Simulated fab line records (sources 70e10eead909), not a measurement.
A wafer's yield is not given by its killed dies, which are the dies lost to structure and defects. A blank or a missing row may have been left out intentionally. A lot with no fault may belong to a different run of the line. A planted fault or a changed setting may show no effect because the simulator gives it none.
fab line records	flow nand_harc
record lots=6	wafers=18	last_day=34
route steps=1302 shown P_M2@324 END@1302
lots that met no fault: taken from a fault-free run of the same line
start_h: hours from the record's first day to the start of the lot's first wafer shown	wait_h: how many hours have passed since the lot's step before this one	" as in the row above	L1.1+2: one row covering several wafers at once	- either no value or no given start	* or withheld: withheld	< > ~ a bound
route shown NAME@n: names a module that has steps shown in the file, with the first one's number in the route	usual: mean/standard deviation of fault-free wafers	same: alike in all rows	chamber/n: place in a boat	sites: the reading at each site	_std_site: standard deviation of those values	_edge_site: mean of outer sites minus mean of inner sites	radius_mm: for every site, how far away it sits from the centre of the wafer	mask NAME#n: copy n	behind: the last tool/chamber to shape the wafer	hold: what put the lot on hold/how long, in hours/how the hold closed	device: transistor that didn't switch, given as n, p or np	end of line: tests run on the same wafers once the route is complete	a step without rows: its recipe alone	killed: dies that structure and defects cost at the first sort, which is not the same as the wafer's yield	map: a wafer's dies, x killed, . not, _ none there
set.NAME: the setting the step ran with; set.NAME@STEP: the setting that earlier step ran with	model.NAME: the simulator's own value behind a step, which no gauge read
lots seen at some steps along the route; tables by step, rows by wafer
services: from which hour (start_h, from the record's first day; less than 0 if before it) a tool's chamber was out of use, for how many hours, and why
## steps
# step NHARC_P_M2_EBR_05
# step NHARC_P_M2_EXPOSE_06
# recipe na=1.35	target_cd_nm=170	dose_mj=80.78	mask_id=P_M2
# step NHARC_P_M2_PEB_07
# recipe peb_temp_c=100	peb_time_s=65
# step NHARC_P_M2_DEVELOP_08
# recipe develop_time_s=35	dev_temp_c=23
# step NHARC_P_M2_CD_MEAS_09
# recipe target_cd_nm=170	landing_energy_ev=500
# usual cd_nm=170.3/0.73
lot.wafer	tool	chamber	start_h	wait_h	cd_nm
L348.3	cd_sem-02	0	201.34	-	171.2
L348.4	"	0	"	"	170.6
L348.6	"	0	"	"	171.5
L349.3	cd_sem-02	0	209.78	-	170.5
L349.5	"	0	"	"	170.3
L349.6	"	0	"	"	170.0
L357.1	cd_sem-03	0	275.84	-	169.9
L357.2	"	0	"	"	170.2
L357.4	"	0	"	"	169.5
L356.2	cd_sem-02	0	277.69	-	171.7
L356.4	"	0	"	"	170.7
L356.5	"	0	"	"	171.0
L362.2	cd_sem-02	0	338.08	-	169.1
L362.5	"	0	"	"	169.0
L362.6	"	0	"	"	169.3
L364.1	cd_sem-01	0	354.33	-	170.7
L364.4	"	0	"	"	170.6
L364.6	"	0	"	"	170.3
# step NHARC_P_M2_OVL_MEAS_10
# recipe pitch_nm=340
# usual overlay_x_nm=0.2/0.82	overlay_y_nm=-0.1/0.86
lot.wafer	tool	chamber	start_h	wait_h	overlay_x_nm	overlay_y_nm
L348.3	overlay-01	-	201.43	-	0.2	0.2
L348.4	"	-	"	"	0.2	0.4
L348.6	"	-	"	"	0.5	0.3
L349.3	overlay-01	-	209.87	-	-0.4	-0.5
L349.5	"	-	"	"	-0.8	-0.9
L349.6	"	-	"	"	-1.0	-0.9
L357.1	overlay-02	-	275.93	-	-0.8	0.2
L357.2	"	-	"	"	-0.6	-0.2
L357.4	"	-	"	"	-0.4	-0.1
L356.2	overlay-01	-	277.78	-	-0.8	-0.1
L356.4	"	-	"	"	-1.2	0.1
L356.5	"	-	"	"	-1.1	0.3
L362.2	overlay-02	-	338.16	-	0.2	-0.2
L362.5	"	-	"	"	0.1	-0.5
L362.6	"	-	"	"	0.3	-0.1
L364.1	overlay-02	-	354.42	-	1.8	1.4
L364.4	"	-	"	"	1.8	1.5
L364.6	"	-	"	"	2.3	1.3
# step NHARC_P_M2_INSPECT_11
# usual raw_defect_count=5.2/3
lot.wafer	tool	chamber	start_h	wait_h	raw_defect_count
L348.3	defect_inspect-02	-	201.46	0.0	1
L348.4	"	-	"	"	5
L348.6	"	-	"	"	5
L349.3	defect_inspect-02	-	209.91	0.0	8
L349.5	"	-	"	"	10
L349.6	"	-	"	"	6
L357.1	defect_inspect-01	-	275.97	0.0	7
L357.2	"	-	"	"	5
L357.4	"	-	"	"	8
L356.2	defect_inspect-01	-	277.82	0.0	5
L356.4	"	-	"	"	3
L356.5	"	-	"	"	1
L362.2	defect_inspect-02	-	338.20	0.0	7
L362.5	"	-	"	"	4
L362.6	"	-	"	"	2
L364.1	defect_inspect-02	-	354.45	0.0	6
L364.4	"	-	"	"	8
L364.6	"	-	"	"	3
# step NHARC_P_M2_DESCUM_14
# recipe time_s=3	o2_flow_sccm=200	ar_flow_sccm=0	bias_power_w=0	chemistry=O2
# usual chamber_pressure_mTorr=59.99/0.056	drypump_motor_current_A=5.6/0.47	oes_product_au=0.998/0.011	rf_vpp_V=57.7/0.84	showerhead_plenum_p_Torr=1.89/0.078	throttle_valve_pct=11.311/0.0087
lot.wafer	tool	chamber	start_h	wait_h	chamber_pressure_mTorr	drypump_motor_current_A	oes_product_au	rf_hours_counter_h	rf_vpp_V	showerhead_plenum_p_Torr	throttle_valve_pct
L348.4	rie_diel-04	0	201.52	0.1	60.05	5.8	1.012	1.0	57.1	2.01	11.316
L348.3	"	3	"	"	60.02	5.4	0.987	1.0	58.3	1.84	11.321
L348.6	"	0	"	"	59.97	5.8	1.010	-	58.0	2.01	11.304
L349.3	rie_diel-09	2	209.98	0.1	59.99	5.1	0.997	3.6	56.6	1.82	11.318
L349.6	"	0	"	"	60.05	5.8	0.983	-	58.0	1.98	11.303
L349.5	"	1	"	"	59.99	4.8	0.979	-	56.9	1.81	11.305
L357.4	rie_diel-09	0	276.03	0.1	59.99	5.9	1.000	7.0	58.5	1.98	11.299
L357.1	"	1	"	"	60.08	4.8	0.996	7.5	58.0	1.81	11.314
L357.2	"	2	"	"	59.99	5.0	1.009	7.4	55.5	1.82	11.319
L356.4	rie_diel-09	3	277.89	0.1	60.04	5.7	1.010	6.9	57.1	1.87	11.317
L356.2	"	0	"	"	59.93	5.8	0.985	7.2	57.7	1.98	11.302
L356.5	"	3	"	"	60.08	5.7	1.007	-	57.8	1.87	11.312
L362.2	rie_diel-09	0	338.29	0.1	60.02	5.9	1.003	0.2	57.8	1.98	11.308
L362.5	"	1	"	"	59.94	4.9	0.998	-	57.8	1.80	11.298
L362.6	"	2	"	"	60.07	5.0	1.012	-	59.4	1.82	11.314
L364.4	rie_diel-01	1	354.53	0.1	59.99	5.9	1.013	7.4	58.3	1.96	11.329
L364.1	"	2	"	"	59.94	5.3	1.010	7.6	57.4	1.87	11.306
L364.6	"	0	"	"	60.02	5.8	0.999	-	58.4	1.82	11.311
# step NHARC_P_M2_ETCH_35
# recipe target_depth_a=400	overetch_a=120	time_s=43.94	ion_energy_ev=200	n2_flow_sccm=150	h2_flow_sccm=150	ar_flow_sccm=0	rf_w=400	bias_w=150	chemistry=N2/H2
# usual chamber_pressure_mTorr=29.999/0.027	drypump_motor_current_A=5.6/0.46	oes_product_au=0.999/0.01	rf_vpp_V=429.7/2.4	showerhead_plenum_p_Torr=2.01/0.083	throttle_valve_pct=14.172/0.01
lot.wafer	tool	chamber	start_h	wait_h	chamber_pressure_mTorr	drypump_motor_current_A	oes_product_au	rf_hours_counter_h	rf_vpp_V	showerhead_plenum_p_Torr	throttle_valve_pct
L348.3	rie_diel-04	3	201.61	0.1	30.001	5.4	0.985	1.0	427.7	1.96	14.170
L348.4	"	0	"	"	29.936	5.8	1.010	1.0	432.7	2.15	14.192
L348.6	"	2	"	"	29.961	5.3	1.004	-	426.3	1.94	14.183
L349.3	rie_diel-09	2	210.07	0.1	29.987	5.1	0.987	3.6	427.6	1.94	14.184
L349.5	"	3	"	"	30.020	5.8	0.996	-	429.7	1.99	14.158
L349.6	"	0	"	"	30.013	5.8	0.979	-	431.7	2.12	14.167
L357.2	rie_diel-09	2	276.12	0.1	29.991	5.0	1.000	7.4	429.0	1.94	14.199
L357.1	"	3	"	"	30.058	5.8	1.000	6.7	430.4	1.99	14.178
L357.4	"	0	"	"	29.953	5.9	0.992	7.0	432.4	2.11	14.176
L356.4	rie_diel-09	2	277.96	0.1	29.964	5.0	1.000	7.5	426.9	1.94	14.161
L356.2	"	3	"	"	29.992	5.7	1.008	6.9	429.6	1.99	14.164
L356.5	"	2	"	"	30.002	5.0	1.009	-	427.2	1.94	14.183
L362.2	rie_diel-09	3	338.35	0.1	30.004	5.7	1.005	0.1	428.8	1.99	14.168
L362.6	"	2	"	"	29.950	5.0	1.006	-	428.0	1.94	14.167
L362.5	"	3	"	"	30.002	5.8	1.000	-	430.5	1.99	14.179
L364.4	rie_diel-01	0	354.60	0.1	30.023	5.8	0.995	6.2	428.9	1.94	14.167
L364.1	"	3	"	"	30.008	6.7	1.013	6.5	432.6	2.17	14.180
L364.6	"	1	"	"	30.013	5.9	0.998	-	432.5	2.09	14.173
# step NHARC_P_M2_ETCH_15
# recipe target_depth_a=1825	time_s=91.2	c4f8_flow_sccm=withheld	ar_flow_sccm=400	rf_w=600	bias_w=300	chemistry=C4F8/Ar
# usual chamber_pressure_mTorr=25.001/0.023	oes_product_au=0.942/0.025	rf_vpp_V=440.0/2.6
lot.wafer	tool	chamber	start_h	wait_h	chamber_pressure_mTorr	oes_product_au	rf_hours_counter_h	rf_vpp_V
L348.4	rie_diel-04	3	-	-	24.946	0.955	1.0	437.7
L348.3	"	0	"	"	24.995	0.969	1.0	445.0
L348.6	"	3	"	"	25.030	0.970	-	438.9
L349.3	rie_diel-09	2	-	-	25.036	0.921	3.6	437.3
L349.5	"	2	"	"	24.948	0.926	-	436.6
L349.6	"	3	"	"	25.007	0.922	-	440.5
L357.4	rie_diel-09	0	-	-	25.010	0.922	7.0	443.9
L357.1	"	1	"	"	24.975	0.927	7.6	437.5
L357.2	"	3	"	"	24.992	0.927	6.8	439.9
L356.2	rie_diel-09	3	-	-	25.005	0.931	6.9	439.3
L356.4	"	2	"	"	25.022	0.924	7.6	437.1
L356.5	"	3	"	"	25.017	0.926	-	440.0
L362.2	rie_diel-09	3	-	-	24.969	0.977	0.2	439.3
L362.5	"	1	"	"	24.999	0.952	-	437.7
L362.6	"	2	"	"	25.009	0.976	-	439.0
L364.1	rie_diel-01	2	-	-	25.015	0.975	7.6	439.5
L364.4	"	3	"	"	24.965	0.986	6.5	445.7
L364.6	"	0	"	"	25.011	0.964	-	437.5
# step NHARC_P_M2_CD_MEAS_16
# usual cd_nm=170.2/0.83
lot.wafer	tool	chamber	start_h	wait_h	cd_nm
L348.3	cd_sem-01	-	201.83	-	171.0
L348.4	"	-	"	"	170.8
L348.6	"	-	"	"	170.8
L349.3	cd_sem-03	-	210.27	-	170.8
L349.5	"	-	"	"	170.1
L349.6	"	-	"	"	169.8
L357.1	cd_sem-02	-	276.34	-	170.3
L357.2	"	-	"	"	170.5
L357.4	"	-	"	"	169.4
L356.2	cd_sem-03	-	278.19	-	171.4
L356.4	"	-	"	"	169.7
L356.5	"	-	"	"	170.0
L362.2	cd_sem-02	-	338.57	-	169.8
L362.5	"	-	"	"	168.6
L362.6	"	-	"	"	170.2
L364.1	cd_sem-03	-	354.82	-	170.7
L364.4	"	-	"	"	171.0
L364.6	"	-	"	"	170.1
# step NHARC_P_M2_STRIP_18
# recipe power_w=1000	n2_flow_sccm=150	h2_flow_sccm=150	ar_flow_sccm=0	bias_w=0	chemistry=N2/H2
# usual chamber_pressure_mTorr=29.998/0.028	drypump_motor_current_A=5.6/0.49	oes_product_au=1.000/0.011	power_w=1000/3.1	rf_vpp_V=90.5/0.96	showerhead_plenum_p_Torr=2.02/0.089	throttle_valve_pct=14.171/0.0083
lot.wafer	tool	chamber	start_h	wait_h	chamber_pressure_mTorr	drypump_motor_current_A	oes_product_au	power_w	rf_hours_counter_h	rf_vpp_V	showerhead_plenum_p_Torr	throttle_valve_pct
L348.3	rie_diel-09	2	201.95	0.1	30.037	5.0	1.006	1004	3.5	89.6	1.94	14.169
L348.4	"	3	"	"	30.025	5.8	1.007	997	2.8	89.4	1.99	14.177
L348.6	"	1	"	"	30.031	4.8	0.983	995	-	91.2	1.92	14.175
L349.3	rie_diel-04	1	210.37	0.1	29.999	5.6	0.986	1001	0.8	89.8	1.93	14.178
L349.5	"	0	"	"	30.054	5.8	1.001	1005	-	91.1	2.15	14.171
L349.6	"	1	"	"	30.058	5.6	0.976	998	-	91.3	1.93	14.184
L357.2	rie_diel-09	3	276.41	0.1	30.011	5.7	1.005	997	6.8	90.7	1.99	14.187
L357.1	"	0	"	"	30.011	5.8	1.005	999	7.1	89.0	2.11	14.167
L357.4	"	1	"	"	30.003	4.8	1.000	1002	7.6	91.0	1.92	14.174
L356.4	rie_diel-09	0	278.26	0.1	29.964	5.8	0.994	998	7.2	90.1	2.11	14.179
L356.2	"	2	"	"	30.010	5.1	1.004	994	7.6	90.4	1.94	14.182
L356.5	"	0	"	"	30.006	5.9	0.989	993	-	89.5	2.11	14.156
L362.2	rie_diel-01	0	338.67	0.1	30.003	5.8	1.003	998	5.6	91.0	1.94	14.172
L362.6	"	3	"	"	29.940	6.7	1.017	1006	-	89.8	2.17	14.163
L362.5	"	0	"	"	29.987	5.8	0.998	999	-	89.5	1.94	14.157
L364.1	rie_diel-01	0	354.89	0.1	29.951	5.8	1.002	1004	6.2	90.8	1.94	14.166
L364.4	"	1	"	"	29.957	5.9	1.011	997	7.5	90.4	2.09	14.180
L364.6	"	1	"	"	29.976	5.9	0.999	998	-	91.5	2.09	14.176
# step NHARC_P_M2_ETCH_28
# recipe target_depth_a=300	over_etch_frac=0.3	time_s=72.99	ion_energy_ev=150	cf4_flow_sccm=50	n2_flow_sccm=100	ar_flow_sccm=150	rf_w=300	bias_w=100	chemistry=CF4/N2
# usual chamber_pressure_mTorr=29.999/0.029	drypump_motor_current_A=5.6/0.52	oes_product_au=0.999/0.012	rf_vpp_V=313.6/2	showerhead_plenum_p_Torr=2.60/0.11	throttle_valve_pct=19.795/0.0088
lot.wafer	tool	chamber	start_h	wait_h	chamber_pressure_mTorr	drypump_motor_current_A	oes_product_au	rf_hours_counter_h	rf_vpp_V	showerhead_plenum_p_Torr	throttle_valve_pct
L348.4	rie_diel-09	2	202.14	-	29.980	5.0	0.990	3.6	311.2	2.51	19.790
L348.3	"	0	"	"	29.954	5.8	0.985	3.1	316.0	2.72	19.791
L348.6	"	3	"	"	29.947	5.7	0.986	-	312.8	2.57	19.798
L349.3	rie_diel-04	0	210.61	-	29.947	5.8	1.003	1.3	315.9	2.76	19.787
L349.6	"	1	"	"	30.015	5.6	0.986	-	312.2	2.50	19.786
L349.5	"	2	"	"	29.998	5.3	0.979	-	312.8	2.51	19.808
L357.4	rie_diel-09	3	276.66	-	30.012	5.7	0.862	6.9	313.8	2.57	19.801
L357.2	"	0	"	"	30.021	5.8	0.996	7.1	315.4	2.71	19.817
L357.1	"	1	"	"	29.964	4.8	1.000	7.7	313.2	2.49	19.792
L356.4	rie_diel-09	0	278.50	-	30.011	5.9	0.841	7.3	315.5	2.71	19.794
L356.2	"	3	"	"	29.946	5.7	0.996	7.0	313.8	2.57	19.771
L356.5	"	1	"	"	30.019	4.8	0.997	-	311.7	2.49	19.796
L362.2	rie_diel-01	1	338.90	-	30.013	5.9	0.998	6.9	314.5	2.69	19.787
L362.6	"	3	"	"	29.994	6.7	1.029	-	317.3	2.78	19.783
L362.5	"	0	"	"	30.031	5.8	1.001	-	309.9	2.51	19.798
L364.4	rie_diel-01	3	355.13	-	29.995	6.7	1.024	6.6	317.1	2.78	19.797
L364.1	"	0	"	"	30.066	5.8	1.009	6.3	311.0	2.50	19.801
L364.6	"	0	"	"	30.006	5.8	0.995	-	313.3	2.51	19.796
# step NHARC_P_M2_STRIP_19
# recipe time_s=600	temp_c=30	chemistry=post_etch_residue_remover
# step NHARC_END_SORT_01
# recipe temp_c=25
# usual defect_limited_yield=91.4/2.7	killed_at_array=53/18	killed_at_other=0.8/1.1	killed_at_periphery=4.1/2.7	killed_dies=58/18	killed_open=3.1/1.7	killed_short=2.7/1.7	sort_bin_2_pct=3.0/1.2	sort_bin_3_pct=0.6/0.37	sort_bin_4_pct=4.9/1.5	sort_n_pass=619/18	sort_rim_yield_pct=91/4.1	sort_yield_pct=91.4/2.7
# same gross_dies=677	sort_bin_5_pct[%]=0	sort_bin_6_pct[%]=0	sort_bin_7_pct[%]=0	sort_bin_8_pct[%]=0	sort_rim_n_gross=106.00
lot.wafer	tool	chamber	start_h	wait_h	defect_limited_yield[%]	killed_at_array	killed_at_other	killed_at_periphery	killed_dies	killed_open	killed_short	sort_bin_2_pct[%]	sort_bin_3_pct[%]	sort_bin_4_pct[%]	sort_n_pass	sort_rim_yield_pct[%]	sort_yield_pct[%]
L348.3	prober-01	0	631.96	3.1	92.2	51	1	1	53	6	1	3.2	0.6	4.0	624	97	92.2
L348.4	prober-01	0	632.75	3.4	94.4	33	2	3	38	4	3	2.2	0.3	3.1	639	90	94.4
L348.6	prober-01	0	634.34	4.0	92.0	47	0	7	54	6	3	2.2	0.3	5.5	623	90	92.0
L349.3	prober-02	0	653.22	3.1	94.8	25	1	9	35	7	3	1.3	0.1	3.7	642	96	94.8
L349.5	prober-02	0	654.82	3.7	94.8	28	0	7	35	2	2	1.5	0.1	3.5	642	96	94.8
L349.6	prober-02	0	655.63	4.0	95.7	24	2	3	29	3	3	1.0	0.1	3.1	648	93	95.7
L357.1	prober-01	0	698.11	2.5	85.4	95	0	4	99	4	2	5.3	1.9	7.4	578	94	85.4
L357.2	prober-01	0	698.90	2.8	91.4	55	0	3	58	2	0	3.8	0.7	4.0	619	82	91.4
L357.4	prober-01	0	700.49	3.4	92.0	52	0	2	54	1	2	3.7	0.7	3.5	623	82	92.0
L362.2	prober-01	0	771.59	2.8	91.1	54	0	6	60	4	1	2.8	0.4	5.6	617	94	91.1
L362.5	prober-01	0	774.00	3.7	89.8	65	1	3	69	4	5	4.1	0.6	5.5	608	90	89.8
L362.6	prober-01	0	774.81	4.0	91.1	58	0	2	60	5	3	3.1	0.4	5.3	617	92	91.1
# killed by level:class
L348.3 A_SLIT:chamber_film_flake=25 A_CHANNEL_HOLE_D2:chamber_film_flake=10 A_M1:chamber_film_flake=5 A_CHANNEL_FILL_D1:chamber_film_flake=4 A_CHANNEL_FILL_D1:geometric_particle:open=2 A_ONON_D2:geometric_particle:open=2 P_M0:geometric_particle:open=1 A_CHANNEL_HOLE_D1:geometric_particle:short=1
L348.4 A_SLIT:chamber_film_flake=15 A_CHANNEL_HOLE_D2:chamber_film_flake=6 A_M1:chamber_film_flake=3 A_STAIRCASE:chamber_film_flake=2 P_M0:geometric_particle:short=1 A_SOURCE_PLATE:geometric_particle:open=1 A_ONON_D1:geometric_particle:open=1 A_CHANNEL_FILL_D1:geometric_particle:open=1
L348.6 A_SLIT:chamber_film_flake=20 A_CHANNEL_HOLE_D2:chamber_film_flake=12 A_CHANNEL_FILL_D1:chamber_film_flake=4 A_M1:chamber_film_flake=4 P_STI:geometric_particle:short=1 P_CONTACT:geometric_particle:short=1 P_M0:geometric_particle:open=1 P_M2:geometric_particle:open=1
L349.3 A_CHANNEL_HOLE_D2:chamber_film_flake=11 P_ZERO_WELL:chamber_film_flake=4 A_CHANNEL_HOLE_D1:chamber_film_flake=4 P_GATE:chamber_film_flake=3 A_DECK1_JOINT:geometric_particle:short=2 P_STI:geometric_particle:open=1 P_M0:geometric_particle:open=1 A_ONON_D1:geometric_particle:open=1
L349.5 A_CHANNEL_HOLE_D2:chamber_film_flake=15 A_CHANNEL_HOLE_D1:chamber_film_flake=6 P_ZERO_WELL:chamber_film_flake=4 P_M0:geometric_particle:open=1 A_ONON_D1:geometric_particle:open=1 A_CHANNEL_FILL_D2:geometric_particle:short=1 A_BLC:geometric_particle:short=1 P_GATE:chamber_film_flake=1
L349.6 A_CHANNEL_HOLE_D2:chamber_film_flake=12 A_CHANNEL_HOLE_D1:chamber_film_flake=4 A_CONTACT:geometric_particle:open=2 P_GATE:chamber_film_flake=2 HYBRID_BOND:chamber_film_flake=2 A_DECK1_JOINT:geometric_particle:short=1 A_ONON_D2:geometric_particle:short=1 A_SGD_CUT:geometric_particle:open=1
L357.1 A_SLIT:chamber_film_flake=42 A_CHANNEL_HOLE_D1:chamber_film_flake=34 A_CONTACT:chamber_film_flake=9 P_STI:chamber_film_flake=2 A_STAIRCASE:chamber_film_flake=2 A_ONON_D1:geometric_particle:open=1 A_CHANNEL_HOLE_D1:geometric_particle:short=1 A_DECK1_JOINT:geometric_particle:open=1
L357.2 A_SLIT:chamber_film_flake=23 A_CHANNEL_HOLE_D1:chamber_film_flake=17 A_CONTACT:chamber_film_flake=7 P_ZERO_WELL:chamber_film_flake=3 A_BLC:chamber_film_flake=2 A_SOURCE_PLATE:geometric_particle:open=1 A_ONON_D1:geometric_particle:open=1 A_ZERO_WELL:chamber_film_flake=1
L357.4 A_SLIT:chamber_film_flake=15 A_CHANNEL_HOLE_D1:chamber_film_flake=13 A_CONTACT:chamber_film_flake=9 A_STAIRCASE:chamber_film_flake=6 A_BLC:chamber_film_flake=4 P_ZERO_WELL:chamber_film_flake=2 A_ONON_D1:geometric_particle:open=1 A_ONON_D2:geometric_particle:short=1
L362.2 A_CHANNEL_HOLE_D2:chamber_film_flake=22 A_CHANNEL_HOLE_D1:chamber_film_flake=9 A_SLIT:chamber_film_flake=9 A_CONTACT:chamber_film_flake=6 A_WL_FILL:chamber_film_flake=3 P_ZERO_WELL:chamber_film_flake=2 P_M2:chamber_film_flake=2 P_STI:geometric_particle:open=1
L362.5 A_CHANNEL_HOLE_D2:chamber_film_flake=32 A_CHANNEL_HOLE_D1:chamber_film_flake=14 A_CONTACT:chamber_film_flake=4 A_SLIT:chamber_film_flake=4 A_STAIRCASE:chamber_film_flake=3 A_ONON_D1:geometric_particle:short=2 A_CHANNEL_FILL_D1:geometric_particle:short=2 P_GATE:geometric_particle:open=1
L362.6 A_CHANNEL_HOLE_D1:chamber_film_flake=20 A_CHANNEL_HOLE_D2:chamber_film_flake=20 A_SLIT:chamber_film_flake=5 A_CONTACT:chamber_film_flake=4 A_CHANNEL_FILL_D1:geometric_particle:short=2 A_WL_FILL:chamber_film_flake=2 P_STI:geometric_particle:open=1 P_GATE:geometric_particle:short=1
## services
tool	chamber	start_h	hours	kind
rie_diel-04	-	177.90	9.0	pm
rie_diel-09	1	192.97	4.6	repair
rie_diel-09	0	201.10	-	clean
rie_diel-09	1	201.10	-	clean
rie_diel-09	2	201.10	-	clean
rie_diel-09	3	201.10	-	clean
rie_diel-01	-	203.84	9.0	pm
rie_diel-09	0	225.60	-	clean
rie_diel-09	1	225.60	-	clean
rie_diel-09	2	225.60	-	clean
rie_diel-09	3	225.60	-	clean
rie_diel-01	0	249.99	2.4	repair
rie_diel-09	0	250.10	-	clean
rie_diel-09	1	250.10	-	clean
rie_diel-09	2	250.10	-	clean
rie_diel-09	3	250.10	-	clean
rie_diel-04	3	261.93	4.8	repair
rie_diel-09	0	274.66	-	clean
rie_diel-09	1	274.66	-	clean
rie_diel-01	2	310.01	3.9	repair
rie_diel-09	-	320.10	9.0	pm
rie_diel-01	3	325.44	3.4	repair
rie_diel-09	1	338.98	1.4	repair
rie_diel-09	1	352.78	7.3	repair
## key
first_sign step=NHARC_P_M2_ETCH_28	reading=oes_product_au	direction=down	sigmas=13	usual=0.999	struck=0.852
effect none on later readings
met_at NHARC_P_M2_ETCH_28
struck_wafers L356.4,L357.4
onset_between 202.14 276.66
fault kind=process_parameter_drift	tool=rie_diel-09	chamber=-	onset_h=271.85	steps=NHARC_P_M2_ETCH_28	channel=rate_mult	offset=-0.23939	shape=step	end_h=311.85	scope=struck_wafers_only
